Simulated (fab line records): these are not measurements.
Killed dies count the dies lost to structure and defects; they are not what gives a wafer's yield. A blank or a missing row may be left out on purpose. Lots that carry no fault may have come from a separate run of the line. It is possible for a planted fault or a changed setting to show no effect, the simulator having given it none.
Chamber matching ; flow n5 finfet ; N5_BEOL_M5_PRE_CLEAN_77 on cvd co-02 has 3 sister chambers
The step time 15 s. 6 wafers are shown with their chamber, then 7 later ones without.

EACH WAFER AND ITS CHAMBER
wafer;chamber;heater power w (W)
L544.3;2;75
L547.6;0;140
L548.1;1;65
L548.5;0;140
L548.6;1;62
L549.2;2;73

WAFERS MISSING THEIR CHAMBER
wafer;heater power w (W)
L549.4;75
L552.1;62
L552.3;144
L552.4;75
L560.1;141
L560.2;65
L560.3;75

THE CHAMBER EACH PASSED THROUGH
wafer;from the rows above;in truth
L549.4;2;2
L552.1;1;1
L552.3;0;0
L552.4;2;2
L560.1;0;0
L560.2;1;1
L560.3;2;2
7 of 7 placed correctly. From these rows, 0 cannot be placed. Wrongly placed: 0.
How it was worked out, from the rows above alone: a wafer's distance from a chamber is the root of the sum, over the readings, of the square of ((its reading less the chamber's mean) divided by the reading's scatter). The wafer belongs to the nearest chamber; if the next one is less than 2 further off, it can't be placed. For every chamber, the mean is computed from those of its wafers that are shown. The scatter: the root of (the sum of the squares of (reading less its chamber's mean) over the shown wafers, divided by (wafers less chambers)).
